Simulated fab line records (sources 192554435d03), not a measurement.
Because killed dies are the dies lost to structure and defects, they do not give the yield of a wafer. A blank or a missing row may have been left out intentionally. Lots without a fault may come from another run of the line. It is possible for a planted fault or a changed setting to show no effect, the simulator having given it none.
fab line records + flow n5_finfet
record:
- lots: 4
- wafers: 10
- last_day: 17
route steps=1938 shown BEOL_M11@1590 BEOL_M12@1602 PASSIVATION@1936
lots that met no fault: taken from a fault-free run of the same line
start_h: hours from the record's opening day to when the first of the lot's shown wafers began + wait_h: hours from the lot's prior step to this one + " repeats the value in the row above + L1.1+2: a row that stands for several wafers + - value missing, or start not given + * or withheld: withheld + < > ~ a bound
route shown NAME@n: a module of which the file shows steps, and the number in the route of the first + usual: the fault-free wafers' mean and standard deviation + same: alike in all rows + chamber/n: place in a boat + sites: each site's reading + _std_site: how widely they spread, as a standard deviation + _edge_site: mean of outer sites minus mean of inner sites + radius_mm: how far each site lies from the wafer's centre + mask NAME#n: copy n + behind: the most recent tool/chamber to have shaped the wafer + hold: why the lot went on hold/how many hours it stayed there/how the hold came to an end + device: whichever transistor did not switch (one of n, p or np) + end of line: the tests these same wafers got at the end of their route + for a step that has no rows: nothing shown but its recipe + killed: count of dies lost to structure and defects at first sort (not the wafer's yield) + map: per-die view of a wafer (x killed, . not killed, _ where there is no die)
set.NAME: the setting the step ran with; set.NAME@STEP: the setting that earlier step ran with + model.NAME: the simulator's own value behind a step, which no gauge read
lots seen at some steps along the route; tables by step, rows by wafer
services: from which hour (start_h, from the record's first day; less than 0 if before it) a tool's chamber was out of use, for how many hours, and why
== steps ==
step: N5_BEOL_M11_ALD_74
recipe:
- material: TaN
- target_thk_a: 20
- temp_c: 275
- ald_precursor_family: PDMAT
- ald_co_reactant: NH3
- pressure_torr: 3
- carrier_flow_sccm: 1500
- pulse_time_s: 2
- purge_time_s: 3
- co_reactant_purge_time_s: 2
- co_reactant_pulse_time_s: 3
- ald_cycles: 40
- precursor_vessel_temp_c: 75
- precursor_vessel_pressure_torr: 26.25
- precursor_vessel_carrier_sccm: 1000
step: N5_BEOL_M11_SURFACE_TREAT_76
recipe:
- gas: Ar
- time_s: *
- ion_energy_ev: *
- ion_current_ma_cm2: 0.5
- pressure_mtorr: *
- ar_flow_sccm: 30
step: N5_BEOL_M11_CVD_75
recipe:
- material: Co
- target_thk_a: 20
- temp_c: withheld
- precursor: CCTBA/H2
- pressure_torr: 30
- time_s: 138.9
step: N5_BEOL_M11_SPUTTER_48
recipe:
- material: Cu
- target_thk_a: 120
- temp_c: -20
- bias_v: 60
- power_w: 26000
- chamber_pressure_pa: 0.13
- time_s: 2
step: N5_BEOL_M11_ECD_50
recipe:
- material: Cu
- target_thk_a: 3180
step: N5_BEOL_M11_ANNEAL_51
recipe:
- temp_c: 225
- time_s: 90
- ambient: N2
step: N5_BEOL_M11_CMP_52
recipe:
- stop_on: SiCOH_lowk
- t_overpolish_s: 7
- down_force_psi: 1
- platen_rpm: 50
- clearing_platen_down_force_psi: 1.5
- clearing_platen_rpm: 50
- post_cmp_clean: cu_alkaline
- target_thk_nm: 140
- clearing_platen_pad_velocity_m_s: 0.99484
- pad_velocity_m_s: 0.99484
step: N5_BEOL_M11_PRE_CLEAN_55
recipe:
- gas: NH3
- time_s: 15
- temp_c: withheld
- rf_power_w: 300
step: N5_BEOL_M11_DEP_56
recipe:
- material: SiCN
- target_thk_a: 300
- temp_c: withheld
- precursor: 3MS/NH3
- pressure_torr: 3
- rf_w: 675
- time_s: 10.5
step: N5_BEOL_M12_ILD_DEP_00
recipe:
- material: SiOC
- target_thk_a: 6589.2
- temp_c: 350
- precursor: DEMS/O2
- pressure_torr: 5
- rf_w: 500
- time_s: 130.7
usual:
- heater_power_w: 538/85
- run_length_s: 175.5/0.54
- showerhead_plenum_p_Torr: 5.698/0.02
- throttle_valve_pct: 11.8/0.62
| lot.wafer | tool     | chamber | start_h | wait_h | heater_power_w | run_length_s | showerhead_plenum_p_Torr | since_wet_clean_h | throttle_valve_pct | model.SiOC_of_BEOL_M12_ILD_DEP_00.thk_nm |
|-----------|----------|---------|---------|--------|----------------|--------------|--------------------------|-------------------|--------------------|------------------------------------------|
| L413.1    | pecvd-04 | 2       | 230.67  | 0.0    | 559            | 175.0        | 5.682                    | 543               | 12.6               | 650.6                                    |
| L413.2    | "        | 0       | "       | "      | 645            | 175.7        | 5.697                    | 1297              | 12.2               | 640                                      |
| L413.5    | "        | 2       | "       | "      | 498            | 174.9        | 5.686                    | -                 | 12.7               | 656                                      |
| L427.2    | pecvd-04 | 2       | 326.09  | 0.0    | 523            | 147.9        | 5.685                    | 638               | 12.9               | 514.2                                    |
| L426.1    | pecvd-04 | 1       | 328.62  | 0.0    | 580            | 175.7        | 5.707                    | 2120              | 11.8               | 641.8                                    |
| L426.3    | "        | 2       | "       | "      | 472            | 148.3        | 5.686                    | 641               | 12.8               | 512.2                                    |
| L426.5    | "        | 0       | "       | "      | 644            | 175.5        | 5.691                    | -                 | 12.2               | 656.2                                    |
| L433.4    | pecvd-03 | 2       | 369.05  | 0.1    | 376            | 174.7        | 5.712                    | -                 | 11.3               | 663.6                                    |
| L433.5    | "        | 0       | "       | "      | 505            | 176.2        | 5.709                    | -                 | 11.4               | 669.2                                    |
| L433.6    | "        | 1       | "       | "      | 521            | 175.9        | 5.729                    | -                 | 12.2               | 666.4                                    |
step: N5_BEOL_M12_THK_MEAS_01
recipe:
- reads: SiOC_of_BEOL_M12_ILD_DEP_00
usual:
- M12_ILD_THK: 660/9.2
| lot.wafer | tool          | chamber | start_h | wait_h | M12_ILD_THK[nm] |
|-----------|---------------|---------|---------|--------|-----------------|
| L413.1    | film_metro-02 | -       | 230.85  | 0.1    | 651             |
| L413.2    | "             | -       | "       | "      | 640             |
| L413.5    | "             | -       | "       | "      | 657             |
| L427.2    | film_metro-02 | -       | 326.23  | 0.1    | 515             |
| L426.1    | film_metro-02 | -       | 328.75  | 0.1    | 642             |
| L426.3    | "             | -       | "       | "      | 512             |
| L426.5    | "             | -       | "       | "      | 657             |
| L433.4    | film_metro-02 | -       | 369.14  | 0.0    | 664             |
| L433.5    | "             | -       | "       | "      | 669             |
| L433.6    | "             | -       | "       | "      | 666             |
step: N5_BEOL_M12_COAT_58
recipe:
- resist: BARC
- temp_c: 205
- time_s: 60
- spin_rpm: 1500
- resist_thk_nm: 89
step: N5_BEOL_M12_COAT_04
recipe:
- spin_rpm: 1625
- resist_thk_nm: 400
step: N5_BEOL_M12_EBR_06
recipe:
- solvent: PGMEA
- ebr_width_mm: 1.5
step: N5_BEOL_M12_SOFTBAKE_05
recipe:
- temp_c: 130
- time_s: 60
step: N5_BEOL_M12_EXPOSE_07
recipe:
- mask_id: V11
- na: 0.93
- source_shape: conventional
- sigma_outer: 0.6
- polarization: unpolarized
- attpsm_phase_deg: 180
- dose_mj: 32.5
step: N5_BEOL_M12_PEB_08
recipe:
- peb_temp_c: 130
- peb_time_s: 90
step: N5_BEOL_M12_DEVELOP_09
recipe:
- develop_time_s: 45
- rinse_liquid: diw
- dry: air_spin
- dev_temp_c: 21
step: N5_BEOL_M12_HARDBAKE_14
recipe:
- temp_c: 130
- time_s: 120
step: N5_BEOL_M12_DESCUM_15
recipe:
- chemistry: O2
- time_s: 7.9
- source_power_w: 50
- bias_power_w: 20
- pressure_mtorr: 20
- rf_frequency_hz: 2.712e+07
- temp_c: 40
- o2_flow_sccm: 225
step: N5_BEOL_M12_ETCH_59
recipe:
- chemistry: N2/H2
- target: BARC
- target_depth_a: 890
- overetch_a: 267
- time_s: 67.9
- ion_energy_ev: 200
- pressure_mtorr: 30
- source_w: 840
- bias_w: 150
- n2_flow_sccm: 200
- h2_flow_sccm: 200
step: N5_BEOL_M12_VIA_ETCH_16
recipe:
- chemistry: C4F8/O2/Ar
- target: SiOC
- pressure_mtorr: 30
- source_w: 3000
- bias_w: 700
- Ar_flow_sccm: 400
- C4F8_flow_sccm: 15
- O2_flow_sccm: 8
- he_inner_torr: 15
- he_outer_torr: 30
- target_depth_a: 7248
- time_s: withheld
- ion_energy_ev: 250
- ends: cleared
usual:
- bias_w: 699.8/2.2
- drypump_motor_current_A: 5.7/0.32
- oes_product_au: 0.72/0.063
- rf_vpp_V: 666.0/2.5
- showerhead_plenum_p_Torr: 3.44/0.092
- throttle_valve_pct: 24.17/0.28
| lot.wafer | tool        | chamber | start_h | wait_h | bias_w | drypump_motor_current_A | oes_product_au | rf_vpp_V | showerhead_plenum_p_Torr | throttle_valve_pct | model.etch.depth_nm | model.coat_of_BEOL_M12_COAT_04.thk_nm |
|-----------|-------------|---------|---------|--------|--------|-------------------------|----------------|----------|--------------------------|--------------------|---------------------|---------------------------------------|
| L413.1    | rie_diel-06 | 0       | 231.93  | 0.0    | 699.2  | 5.6                     | 0.74           | 662.4    | 3.32                     | 23.77              | 650.6               | 129                                   |
| L413.2    | "           | 2       | "       | "      | 702.1  | 5.7                     | 0.73           | 665.6    | 3.46                     | 24.55              | 640                 | 125.4                                 |
| L413.5    | "           | 3       | "       | "      | 698.3  | 6.1                     | 0.73           | 666.2    | 3.43                     | 24.05              | 656                 | 124.4                                 |
| L427.2    | rie_diel-06 | 1       | 326.70  | 0.0    | 698.2  | 6.0                     | 0.81           | 668.5    | 3.51                     | 24.28              | 514.2               | 162                                   |
| L426.1    | rie_diel-04 | 1       | 329.23  | 0.0    | 697.7  | 5.4                     | 0.85           | 662.7    | 3.37                     | 23.83              | 641.8               | 130.2                                 |
| L426.3    | "           | 0       | "       | "      | 701.1  | 6.2                     | 0.73           | 664.8    | 3.44                     | 23.92              | 512.3               | 164.2                                 |
| L426.5    | "           | 2       | "       | "      | 702.7  | 5.5                     | 0.61           | 667.7    | 3.50                     | 24.00              | 656.3               | 123.8                                 |
| L433.4    | rie_diel-04 | 2       | 369.74  | 0.0    | 698.9  | 5.5                     | 0.88           | 667.7    | 3.49                     | 23.65              | 663.6               | 116.2                                 |
| L433.5    | "           | 0       | "       | "      | 698.3  | 6.2                     | 0.71           | 667.2    | 3.43                     | 23.96              | 669.1               | 119                                   |
| L433.6    | "           | 1       | "       | "      | 696.8  | 5.4                     | 0.81           | 663.6    | 3.36                     | 23.86              | 666.4               | 122                                   |
step: N5_BEOL_M12_STRIP_63
recipe:
- chemistry: N2/H2
- power_w: 1000
- temp_c: 250
- h2_frac: 0.65
- overash_fraction: 0.3
- pressure_mtorr: 1000
- n2_flow_sccm: 1750
- h2_flow_sccm: 3250
usual:
- drypump_motor_current_A: 5.7/0.37
- heater_power_w: 355/39
- oes_product_au: 0.693/0.0051
- strip_time_to_endpoint_s: 42.6/1.1
| lot.wafer | tool            | chamber | start_h | wait_h | drypump_motor_current_A | heater_power_w | oes_product_au | rf_hours_counter_h | strip_time_to_endpoint_s |
|-----------|-----------------|---------|---------|--------|-------------------------|----------------|----------------|--------------------|--------------------------|
| L413.1    | plasma_asher-01 | 1       | 232.13  | -      | 5.2                     | 369            | 0.688          | 106                | 44.1                     |
| L413.2    | "               | 0       | "       | "      | 6.1                     | 314            | 0.701          | 106                | 43.1                     |
| L413.5    | "               | 0       | "       | "      | 6.1                     | 308            | 0.701          | -                  | 42.8                     |
| L427.2    | plasma_asher-01 | 1       | 326.90  | -      | 5.2                     | 373            | 0.710          | 123                | 52.8                     |
| L426.1    | plasma_asher-02 | 0       | 329.42  | -      | 5.4                     | 413            | 0.695          | 96                 | 44.4                     |
| L426.3    | "               | 0       | "       | "      | 5.4                     | 407            | 0.708          | -                  | 53.4                     |
| L426.5    | "               | 1       | "       | "      | 5.9                     | 324            | 0.694          | -                  | 42.7                     |
| L433.4    | plasma_asher-01 | 1       | 369.96  | -      | 5.2                     | 378            | 0.691          | -                  | 40.6                     |
| L433.5    | "               | 1       | "       | "      | 5.2                     | 366            | 0.693          | -                  | 41.4                     |
| L433.6    | "               | 0       | "       | "      | 6.1                     | 315            | 0.684          | -                  | 42.2                     |
step: N5_BEOL_M12_STRIP_64
recipe:
- chemistry: N2/H2
- power_w: 1000
- temp_c: 250
- h2_frac: 0.65
- overash_fraction: 0.3
- pressure_mtorr: withheld
- n2_flow_sccm: 1750
- h2_flow_sccm: 3250
step: N5_BEOL_M12_STRIP_71
recipe:
- chemistry: post_etch_residue_remover
- time_s: 60
- temp_c: 25
- remover_ph: withheld
- remover_water_wt_pct: withheld
- remover_fluoride_wt_pct: withheld
step: N5_BEOL_M12_SRD_72
recipe:
- time_s: 30
- temp_c: 23
- rinse_liquid: diw
- dry: n2_spin
- spin_rpm: 1500
- dry_time_s: 30
step: N5_BEOL_M12_COAT_65
recipe:
- resist: SOC
- temp_c: 250
- time_s: 60
- spin_rpm: 1500
- resist_thk_nm: 300
step: N5_BEOL_M12_COAT_66
recipe:
- resist: SiARC
- temp_c: 220
- time_s: 60
- spin_rpm: 1500
- resist_thk_nm: 110
step: N5_BEOL_M12_COAT_22
recipe:
- spin_rpm: 2888
- resist_thk_nm: 300
step: N5_BEOL_M12_EBR_24
recipe:
- solvent: PGMEA
- ebr_width_mm: 1.5
step: N5_BEOL_M12_SOFTBAKE_23
recipe:
- temp_c: 130
- time_s: 60
step: N5_BEOL_M12_EXPOSE_25
recipe:
- mask_id: M12
- na: 0.93
- source_shape: conventional
- sigma_outer: 0.4
- polarization: unpolarized
- dose_mj: 21.8
step: N5_BEOL_M12_PEB_26
recipe:
- peb_temp_c: 130
- peb_time_s: 90
step: N5_BEOL_M12_DEVELOP_27
recipe:
- develop_time_s: 45
- rinse_liquid: diw
- dry: air_spin
- dev_temp_c: 21
step: N5_BEOL_M12_HARDBAKE_32
recipe:
- temp_c: 130
- time_s: 120
step: N5_BEOL_M12_CMP_49
recipe:
- stop_on: SiOC
- t_overpolish_s: 20.6
- down_force_psi: 1
- platen_rpm: 50
- clearing_platen_down_force_psi: 1.5
- clearing_platen_rpm: 50
- post_cmp_clean: cu_alkaline
- target_thk_nm: 320
- clearing_platen_pad_velocity_m_s: 0.99484
- pad_velocity_m_s: 0.99484
usual:
- motor_current_A: 6.3/0.65
- retaining_ring_pressure_frac: 1.000/0.005
| lot.wafer | tool   | chamber | start_h | wait_h | motor_current_A | retaining_ring_pressure_frac | model.SiOC_of_BEOL_M12_ILD_DEP_00.thk_nm |
|-----------|--------|---------|---------|--------|-----------------|------------------------------|------------------------------------------|
| L413.2    | cmp-04 | 1       | 235.89  | 0.2    | 6.2             | 1.001                        | 581.4                                    |
| L413.1    | "      | 0       | "       | "      | 5.6             | 0.996                        | 592                                      |
| L413.5    | "      | 1       | "       | "      | 5.9             | 1.002                        | 593.6                                    |
| L427.2    | cmp-01 | 0       | 332.59  | 0.2    | 5.7             | 0.996                        | 452.2                                    |
| L426.3    | cmp-02 | 1       | 335.10  | 0.2    | 5.9             | 0.996                        | 455.6                                    |
| L426.1    | "      | 2       | "       | "      | 7.0             | 1.010                        | 581.6                                    |
| L426.5    | "      | 2       | "       | "      | 7.1             | 1.009                        | 596                                      |
| L433.4    | cmp-04 | 1       | 372.76  | 0.2    | 6.1             | 1.005                        | 600.6                                    |
| L433.5    | "      | 2       | "       | "      | 7.6             | 0.999                        | 607.6                                    |
| L433.6    | "      | 3       | "       | "      | 6.8             | 1.002                        | 607                                      |
step: N5_PASSIVATION_PROBE_49
usual:
- defect_limited_yield: 91.4/1.6
- killed_at_M0_to_M3: 35/10
- killed_at_M4_up: 12/4.7
- killed_at_contacts: 12/5.8
- killed_at_front_end: 38/12
- killed_at_other: 4/3.2
- killed_dies: 102/18
- killed_open: 68/14
- killed_short: 32/8
- sort_bin_5_function: 5.1/0.96
- sort_bin_6_memory: 3.2/0.77
- sort_n_pass: 1078/20
- sort_yield_pct: 91.3/1.7
same:
- gross_dies: 1180
- killed_at_back_side: 0
- sort_bin_4_leakage[%]: 0
- sort_bin_8_speed[%]: 0
| lot.wafer | tool      | chamber | start_h | wait_h | defect_limited_yield[%] | killed_at_M0_to_M3 | killed_at_M4_up | killed_at_contacts | killed_at_front_end | killed_at_other | killed_dies | killed_open | killed_short | sort_bin_5_function[%] | sort_bin_6_memory[%] | sort_n_pass | sort_yield_pct[%] |
|-----------|-----------|---------|---------|--------|-------------------------|--------------------|-----------------|--------------------|---------------------|-----------------|-------------|-------------|--------------|------------------------|----------------------|-------------|-------------------|
| L413.1    | prober-02 | -       | 276.19  | 0.0    | 93.3                    | 24                 | 15              | 7                  | 32                  | 1               | 79          | 45          | 32           | 4.0                    | 2.4                  | 1101        | 93.3              |
| L413.2    | prober-02 | -       | 276.24  | 0.1    | 93.5                    | 27                 | 8               | 12                 | 29                  | 1               | 77          | 43          | 34           | 4.5                    | 1.5                  | 1103        | 93.5              |
| L413.5    | prober-02 | -       | 276.39  | 0.2    | 95.1                    | 13                 | 13              | 7                  | 24                  | 1               | 58          | 45          | 13           | 3.1                    | 1.9                  | 1122        | 95.1              |
| L426.1    | prober-01 | -       | 373.30  | 0.0    | 90.1                    | 41                 | 14              | 11                 | 46                  | 5               | 117         | 68          | 49           | 6.3                    | 3.5                  | 1063        | 90.1              |
| L426.3    | prober-01 | -       | 373.40  | 0.1    | 91.2                    | 31                 | 6               | 11                 | 38                  | 18              | 104         | 79          | 25           | 5.5                    | 3.1                  | 1076        | 91.2              |
| L426.5    | prober-01 | -       | 373.50  | 0.2    | 91.4                    | 36                 | 12              | 6                  | 42                  | 5               | 101         | 73          | 28           | 5.3                    | 3.2                  | 1079        | 91.4              |
killed by level:class
L413.1 FIN_SAQP:geometric_particle:short=9 MOL_CONTACT_COAG:geometric_particle:open=5 BEOL_M2:geometric_particle:open=5 BEOL_M4:geometric_particle:open=5 DUMMY_GATE:geometric_particle:open=4 BEOL_M0_SAQP:geometric_particle:open=4 BEOL_M0_SAQP:geometric_particle:short=4 FIN_SAQP:geometric_particle:open=3
L413.2 MOL_CONTACT_COAG:geometric_particle:open=9 BEOL_M0_SAQP:geometric_particle:short=8 BEOL_M3:geometric_particle:open=8 FIN_SAQP:geometric_particle:open=6 FIN_SAQP:geometric_particle:short=5 STARTING-WAFER:geometric_particle:short=5 BEOL_M2:geometric_particle:open=4 STI_FIN_REVEAL:geometric_particle:short=3
L413.5 MOL_CONTACT_COAG:geometric_particle:open=6 BEOL_M2:geometric_particle:open=6 STI_FIN_REVEAL:geometric_particle:open=5 BEOL_M3:geometric_particle:open=5 FIN_SAQP:geometric_particle:short=4 FIN_SAQP:geometric_particle:open=3 ILD0:geometric_particle:open=3 ILD0:geometric_particle:short=2
L426.1 BEOL_M0_SAQP:geometric_particle:short=12 FIN_SAQP:geometric_particle:open=9 MOL_CONTACT_COAG:geometric_particle:open=9 STI_FIN_REVEAL:geometric_particle:open=7 BEOL_M0_SAQP:geometric_particle:open=6 BEOL_M2:geometric_particle:open=6 FIN_SAQP:geometric_particle:short=5 DUMMY_GATE:geometric_particle:open=5
L426.3 FIN_SAQP:geometric_particle:open=13 BEOL_M2:geometric_particle:open=10 STI_FIN_REVEAL:geometric_particle:open=9 MOL_CONTACT_COAG:geometric_particle:open=9 BEOL_M3:geometric_particle:open=9 MIM_BOT:geometric_particle:open=8 STARTING-WAFER:geometric_particle:open=5 MIM_BOT:geometric_particle:short=5
L426.5 STI_FIN_REVEAL:geometric_particle:open=12 FIN_SAQP:geometric_particle:open=10 BEOL_M3:geometric_particle:open=10 BEOL_M0_SAQP:geometric_particle:short=7 BEOL_M0_SAQP:geometric_particle:open=7 MOL_CONTACT_COAG:geometric_particle:open=5 BEOL_M2:geometric_particle:open=5 BEOL_M4:geometric_particle:open=5
== services ==
| tool            | chamber | start_h | hours | kind                           |
|-----------------|---------|---------|-------|--------------------------------|
| cmp-04          | -       | 207.57  | 24.7  | pm                             |
| pecvd-04        | 1       | 215.42  | 16.5  | scheduled_down                 |
| cmp-02          | -       | 239.66  | 0.5   | repair                         |
| rie_diel-06     | 3       | 242.09  | 1.5   | repair                         |
| rie_diel-06     | 0       | 242.48  | 1.3   | repair                         |
| cmp-04          | -       | 253.65  | 0.9   | repair                         |
| plasma_asher-01 | -       | 256.03  | 2.5   | repair                         |
| cmp-02          | -       | 267.38  | 1.9   | repair                         |
| rie_diel-04     | 0       | 276.72  | 15.8  | repair                         |
| cmp-02          | -       | 287.51  | 1.1   | repair                         |
| pecvd-04        | 1       | 287.78  | 2.1   | scheduled_down                 |
| cmp-02          | -       | 289.55  | 2.3   | repair                         |
| rie_diel-04     | 3       | 290.02  | 5.1   | repair                         |
| rie_diel-04     | 2       | 293.54  | 9.1   | repair                         |
| rie_diel-04     | 1       | 302.68  | -     | clean                          |
| rie_diel-04     | 1       | 302.68  | -     | consumable_replace:focus_ring  |
| rie_diel-04     | 1       | 302.68  | 12.8  | scheduled_down                 |
| rie_diel-04     | 1       | 302.68  | 12.8  | vent_cycle                     |
| cmp-04          | -       | 310.99  | 4.0   | pm                             |
| cmp-04          | -       | 314.99  | -     | consumable_replace:conditioner |
| cmp-04          | -       | 314.99  | -     | consumable_replace:pad         |
| rie_diel-04     | 3       | 327.77  | 1.6   | repair                         |
| rie_diel-04     | 2       | 340.26  | -     | clean                          |
| rie_diel-04     | 2       | 340.26  | -     | consumable_replace:focus_ring  |
== key ==
first_sign:
- step: N5_BEOL_M12_ILD_DEP_00
- reading: run_length_s
- direction: down
- sigmas: 50
- usual: *
- struck: *
effect:
- step: N5_BEOL_M12_THK_MEAS_01
- reading: M12_ILD_THK
- direction: down
- sigmas: 16
- usual: 660
- struck: 513
effect:
- step: N5_BEOL_M12_STRIP_63
- reading: strip_time_to_endpoint_s
- direction: up
- sigmas: 9.9
- usual: *
- struck: *
model_effect:
- step: N5_BEOL_M12_ILD_DEP_00
- value: SiOC_of_BEOL_M12_ILD_DEP_00.thk_nm
- without: 647.7
- struck: 513.2
model_effect:
- step: N5_BEOL_M12_VIA_ETCH_16
- value: etch.depth_nm
- without: 647.7
- struck: 513.2
model_effect:
- step: N5_BEOL_M12_CMP_49
- value: SiOC_of_BEOL_M12_ILD_DEP_00.thk_nm
- without: 588.4
- struck: 453.9
met_at N5_BEOL_M12_ILD_DEP_00
struck_wafers L426.3,L427.2
rows_end L427.2
onset_between 230.67 326.09
fault:
- kind: process_parameter_drift
- tool: pecvd-04
- chamber: 2
- onset_h: 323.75
- steps: N5_BEOL_M12_ILD_DEP_00
- channel: time_s
- offset: *
- shape: step
- acts_in: *
- stated: *
rows_end: these wafers met a further fault down the route, and their rows from its step on are left out
